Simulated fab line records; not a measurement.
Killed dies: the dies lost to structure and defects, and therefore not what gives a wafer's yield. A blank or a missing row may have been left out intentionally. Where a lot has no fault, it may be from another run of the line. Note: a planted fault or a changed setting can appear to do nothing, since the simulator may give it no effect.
Which of the tools did it? ; flow nand_harc ; 12 lots with 36 wafers sampled at 5 steps, on a route of 1302 steps

WHAT THE GAUGES READ, wafer by wafer
NHARC_END_SORT_01.
lot;measured;on;killed_at_array;killed_at_other;killed_at_periphery;killed_dies;killed_open;killed_short
L423;day 26 10:19;prober-02;53 43 40;1 0 1;2 6 0;56 49 41;2 7 1;1 3 3
L433;day 29 19:37;prober-02;71 77 72;1 0 0;1 3 2;73 80 74;4 4 1;2 4 3
L435;day 30 13:50;prober-01;46 31 36;2 0 0;2 2 2;50 33 38;1 1 4;3 5 0
L437;day 32 01:20;prober-01;47 55 44;3 1 1;7 5 5;57 61 50;9 6 3;5 6 4

TOOL THAT RAN EACH LOT (tool first, then ch and the chambers of the sampled wafers, then the start)
lot;NHARC_A_SLIT_STRIP_18;NHARC_A_WL_FILL_ETCHBACK_26;NHARC_A_WL_FILL_CVD_20;NHARC_A_WL_FILL_CMP_12
L421;rie_diel-03 ch 0,1,3, day 20 21:40 or earlier;rie_si-03 ch 0,3, day 20 21:40;cvd_w-01 ch 0,1, day 20 22:19 or earlier;cmp-03 ch 2,3, day 20 22:19
L425;rie_diel-05 ch 0,3, day 21 21:26 or earlier;rie_si-03 ch 2,3, day 21 21:26;cvd_w-01 ch 0,1, day 21 22:07 or earlier;cmp-04 ch 1,2,3, day 21 22:07
L426;rie_diel-07 ch 0,2,3, day 22 17:56 or earlier;rie_si-05 ch 1,2,3, day 22 17:56;cvd_w-01 ch 0,1, day 22 18:37 or earlier;cmp-03 ch 1,2,3, day 22 18:37
L423;rie_diel-03 ch 1,2,3, day 22 21:05 or earlier;rie_si-03 ch 0,1,3, day 22 21:05;cvd_w-01 ch 0,1, day 22 21:43 or earlier;cmp-04 ch 0,2,3, day 22 21:43
L430;rie_diel-07 ch 0,3, day 25 03:49 or earlier;rie_si-05 ch 0,3, day 25 03:49;cvd_w-02 ch 0,1, day 25 04:28 or earlier;cmp-04 ch 1,2, day 25 04:28
L431;rie_diel-03 ch 1,2,3, day 25 12:37 or earlier;rie_si-05 ch 0,2,3, day 25 12:37;cvd_w-02 ch 0,1, day 25 13:14 or earlier;cmp-01 ch 1,2,3, day 25 13:14
L433;rie_diel-07 ch 0,1,3, day 26 09:04 or earlier;rie_si-02 ch 0,2, day 26 09:04;cvd_w-02 ch 0,1, day 26 09:42 or earlier;cmp-03 ch 1,3, day 26 09:42
L435;rie_diel-05 ch 0,2,3, day 27 09:30 or earlier;rie_si-03 ch 0,1,3, day 27 09:30;cvd_w-01 ch 0,1, day 27 10:08 or earlier;cmp-04 ch 0,1, day 27 10:08
L437;rie_diel-05 ch 0,2,3, day 28 09:34 or earlier;rie_si-05 ch 1,2,3, day 28 09:34;cvd_w-01 ch 0,1, day 28 10:16 or earlier;cmp-04 ch 0,1,3, day 28 10:16
L438;rie_diel-05 ch 0,2,3, day 28 09:31 or earlier;rie_si-03 ch 0,1,2, day 28 09:31;cvd_w-02 ch 0,1, day 28 10:10 or earlier;cmp-01 ch 1,2,3, day 28 10:10
L439;rie_diel-07 ch 0,2,3, day 28 18:32 or earlier;rie_si-03 ch 2,3, day 28 18:32;cvd_w-02 ch 0,1, day 28 19:11 or earlier;cmp-01 ch 0,1, day 28 19:11
L444;rie_diel-03 ch 0,2, day 30 16:47 or earlier;rie_si-03 ch 0,1,2, day 30 16:47;cvd_w-02 ch 0,1, day 30 17:24 or earlier;cmp-01 ch 1,2,3, day 30 17:24
- NHARC_A_SLIT_STRIP_18: strips in O2.
- NHARC_A_WL_FILL_ETCHBACK_26: etches the open film in HBr, target depth 52 nm, time 13.3 s.
- NHARC_A_WL_FILL_CVD_20: deposits W, target thk 100 nm, time 74 s.
- NHARC_A_WL_FILL_CMP_12: polishes, t overpolish 30 s, target thk 100 nm.

AS READ BY THE TOOLS THEMSELVES (means over the sampled wafers that have a number; for cases with no such wafer, the mark the record gives instead)
NHARC_A_SLIT_STRIP_18.
lot;tool;drypump_motor_current_A (A);o2_flow_sccm (sccm);oes_product_au (a.u.);rf_vpp_V (V);showerhead_plenum_p_Torr (Torr);throttle_valve_pct (%)
L421;rie_diel-03;5.5;499.3;0.994;56.8;3.38;17.041
L425;rie_diel-05;6.1;499.9;0.999;57.7;3.65;17.040
L426;rie_diel-07;5.9;501.0;1.016;58.0;3.50;17.032
L423;rie_diel-03;5.8;501.1;1.001;57.8;3.50;17.042
L430;rie_diel-07;6.2;499.1;0.997;57.2;3.53;17.040
L431;rie_diel-03;5.9;501.1;1.003;58.0;3.50;17.035
L433;rie_diel-07;6.0;500.4;0.997;57.4;3.49;17.034
L435;rie_diel-05;5.8;500.6;1.010;58.3;3.67;17.029
L437;rie_diel-05;5.8;498.8;0.999;58.0;3.67;17.044
L438;rie_diel-05;5.8;500.2;1.010;58.6;3.67;17.037
L439;rie_diel-07;5.9;500.9;1.010;58.5;3.50;17.029
L444;rie_diel-03;5.9;499.8;0.995;57.2;3.53;17.044

NHARC_A_WL_FILL_ETCHBACK_26.
lot;tool;drypump_motor_current_A (A);oes_product_au (a.u.);throttle_valve_pct (%)
L421;rie_si-03;5.7;0.996;23.270
L425;rie_si-03;5.6;0.998;23.266
L426;rie_si-05;5.3;1.008;23.273
L423;rie_si-03;6.0;1.001;23.269
L430;rie_si-05;5.6;0.995;23.263
L431;rie_si-05;5.5;1.003;23.263
L433;rie_si-02;5.4;0.999;23.262
L435;rie_si-03;6.0;0.990;23.264
L437;rie_si-05;5.3;1.001;23.260
L438;rie_si-03;6.2;1.002;23.270
L439;rie_si-03;5.4;1.000;23.266
L444;rie_si-03;6.2;0.993;23.266

NHARC_A_WL_FILL_CVD_20.
lot;tool;heater_power_w (W);throttle_valve_pct (%)
L421;cvd_w-01;859;7.92
L425;cvd_w-01;852;7.90
L426;cvd_w-01;855;7.88
L423;cvd_w-01;862;7.94
L430;cvd_w-02;815;8.30
L431;cvd_w-02;788;8.39
L433;cvd_w-02;783;8.28
L435;cvd_w-01;914;7.95
L437;cvd_w-01;863;8.10
L438;cvd_w-02;845;8.18
L439;cvd_w-02;850;8.13
L444;cvd_w-02;811;8.15

NHARC_A_WL_FILL_CMP_12.
lot;tool;motor_current_A (A);overpolish_run_s (s);pad_life_wafers;time_to_endpoint_s (s)
L421;cmp-03;11.4;30.004;56;20.2
L425;cmp-04;11.8;29.996;338;21.5
L426;cmp-03;11.6;29.998;230;18.1
L423;cmp-04;11.0;29.996;92;21.6
L430;cmp-04;10.5;30.000;336;21.0
L431;cmp-01;11.5;30.006;43;20.5
L433;cmp-03;11.8;29.996;175;19.7
L435;cmp-04;10.8;30.008;116;18.3
L437;cmp-04;11.7;30.007;237;16.7
L438;cmp-01;11.8;30.003;343;21.5
L439;cmp-01;12.7;29.982;380;22.0
L444;cmp-01;11.5;29.994;128;21.4

THE ANSWER, worked out from the rows above alone
Rule: usual is defined by the lots themselves. Put in order of their means at a reading, lots are off if they are a third of the lots or fewer, leave a main group of 4 or more, and stand apart from it by a gap of 3 or more times the standard deviation of the main group's means; of several such gaps the widest counts. A main group whose means are all the same, to the digits that the tables above print for the reading, isn't used. Also off: a lot with no number at a reading for which 4 or more lots have one. The other lots that the step has rows for count as sound. After the gauges, taken in route order, come the tools' own readings; for these a lot's mean is taken, as printed above. The first step at which some lot is off is used, and at that step the reading that is off furthest; a lot without a number counts as furthest.
None of the lots is off at any reading shown; this tells nothing.

WHAT WAS PUT IN BY THE SIMULATOR
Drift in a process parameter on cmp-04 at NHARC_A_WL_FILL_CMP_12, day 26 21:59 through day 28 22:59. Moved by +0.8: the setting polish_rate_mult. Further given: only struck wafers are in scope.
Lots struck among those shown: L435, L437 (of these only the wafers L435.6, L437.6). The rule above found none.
